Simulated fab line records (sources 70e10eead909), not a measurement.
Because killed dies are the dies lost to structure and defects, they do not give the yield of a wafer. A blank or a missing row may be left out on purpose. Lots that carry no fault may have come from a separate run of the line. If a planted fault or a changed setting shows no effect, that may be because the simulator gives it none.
Which tool is to blame?	flow nandHarc	Sampling: 12 lots, 36 wafers, 5 of 1302 route steps

## WHAT EACH GAUGE READ, for each wafer
NHARC_A_SLIT_OVL_MEAS_10.
lot	measured	on	overlayXNm (nm)
L074	day 19 16:23	overlay-02	-1.1 -0.5 -0.4
L076	day 20 23:13	overlay-01	-1.0 -0.6 -1.1
L081	day 22 05:52	overlay-01	0.0 -0.3 -0.7
L079	day 22 08:08	overlay-02	0.5 0.1 0.5
L083	day 24 00:04	overlay-02	0.6 0.9 0.5
L084	day 24 09:03	overlay-02	1.4 1.3 1.3
L087	day 25 19:04	overlay-02	0.3 0.5 0.5
L089	day 26 07:17	overlay-02	-0.2 0.1 -0.1
L091	day 26 15:03	overlay-01	-1.5 -1.1 -1.5
L092	day 28 00:08	overlay-02	-0.8 -0.2 -0.7
L095	day 28 09:55	overlay-02	1.2 0.8 0.8
L096	day 29 10:32	overlay-02	-0.3 0.1 -0.3

## WHAT TOOL EACH LOT RAN ON (gives the tool, then ch and the chambers of the sampled wafers, and finally the start)
lot	NHARC_A_STAIRCASE_STRIP_475	NHARC_A_STAIRCASE_CMP_472	NHARC_A_SGD_CUT_ETCH_15	NHARC_A_SGD_CUT_CMP_21
L074	rieDiel-03 ch 0,2,3, day 19 03:08 or earlier	cmp-02 ch 1,2,3, day 19 03:08	rieDiel-02 ch 0,2, day 19 10:02 or earlier	cmp-01 ch 0,1,3, day 19 10:02
L076	rieDiel-05 ch 0,3, day 20 09:55	cmp-01 ch 0,1,3, day 20 10:21	rieDiel-01 ch 0,1,3, day 20 17:36 or earlier	cmp-01 ch 1,2,3, day 20 17:36
L081	rieDiel-05 ch 0,3, day 21 15:18	cmp-02 ch 1,2,3, day 21 15:42	rieDiel-08 ch 0,1,3, day 21 22:45 or earlier	cmp-01 ch 2,3, day 21 22:45
L079	rieDiel-05 ch 0,2,3, day 21 17:27 or earlier	cmp-03 ch 0,1,2, day 21 17:27	rieDiel-02 ch 0,2,3, day 21 22:47 or earlier	cmp-04 ch 0,1,3, day 21 22:47
L083	rieDiel-05 ch 0,3, day 23 11:06 or earlier	cmp-03 ch 0,1,3, day 23 11:06	rieDiel-01 ch 0,2,3, day 23 18:21 or earlier	cmp-03 ch 0,3, day 23 18:21
L084	rieDiel-05 ch 1,3, day 23 19:34	cmp-02 ch 2,3, day 23 19:56	rieDiel-01 ch 0,1,2, day 24 03:05 or earlier	cmp-04 ch 1,2, day 24 03:05
L087	rieDiel-12 ch 0,1, day 25 05:33 or earlier	cmp-03 ch 0,1, day 25 05:33	rieDiel-02 ch 0,1,3, day 25 13:37 or earlier	cmp-03 ch 0,2,3, day 25 13:37
L089	rieDiel-03 ch 0,3, day 25 13:23 or earlier	cmp-02 ch 1,2,3, day 25 13:23	rieDiel-02 ch 1,2, day 25 20:49 or earlier	cmp-04 ch 0,3, day 25 20:49
L091	rieDiel-05 ch 0,1,3, day 26 00:14 or earlier	cmp-02 ch 1,2,3, day 26 00:14	rieDiel-01 ch 0,1,3, day 26 07:26 or earlier	cmp-03 ch 1,2, day 26 07:26
L092	rieDiel-03 ch 0,3, day 27 06:32 or earlier	cmp-01 ch 0,1,3, day 27 06:32	rieDiel-01 ch 0,1,3, day 27 16:11 or earlier	cmp-04 ch 2,3, day 27 16:11
L095	rieDiel-12 ch 1,2,3, day 27 18:42 or earlier	cmp-03 ch 0,2,3, day 27 18:42	rieDiel-01 ch 0,1,2, day 28 00:37 or earlier	cmp-01 ch 0,1,3, day 28 00:37
L096	rieDiel-03 ch 0,2,3, day 28 21:32 or earlier	cmp-02 ch 0,1,2, day 28 21:32	rieDiel-02 ch 1,3, day 29 04:50 or earlier	cmp-04 ch 2,3, day 29 04:50
- NHARC_A_STAIRCASE_STRIP_475: strips in O2, time 20 s.
- NHARC_A_STAIRCASE_CMP_472: polishes SiO2.
- NHARC_A_SGD_CUT_ETCH_15: etches the open film in CH3F/O2, target depth 75 nm, time 64.3 s.
- NHARC_A_SGD_CUT_CMP_21: polishes, target thk 148.19 nm.

## THE ANSWER, worked out from the rows above alone
Rule: what is usual is taken from the lots themselves. Put in order of their means at a reading, lots are off if they are a third of the lots or fewer, leave a main group of 4 or more, and stand apart from it by a gap of 3 or more times the standard deviation of the main group's means; of several such gaps the widest counts. The tables above print the reading to a certain number of digits; a main group whose means all agree to those digits is not used. A lot without any number at a reading at which 4 lots or more have one is off too. Any other lot the step has rows for is counted as sound.
Nothing can be told from this: no lot is off at any reading shown.

## WHAT HAD BEEN PUT IN BY THE SIMULATOR
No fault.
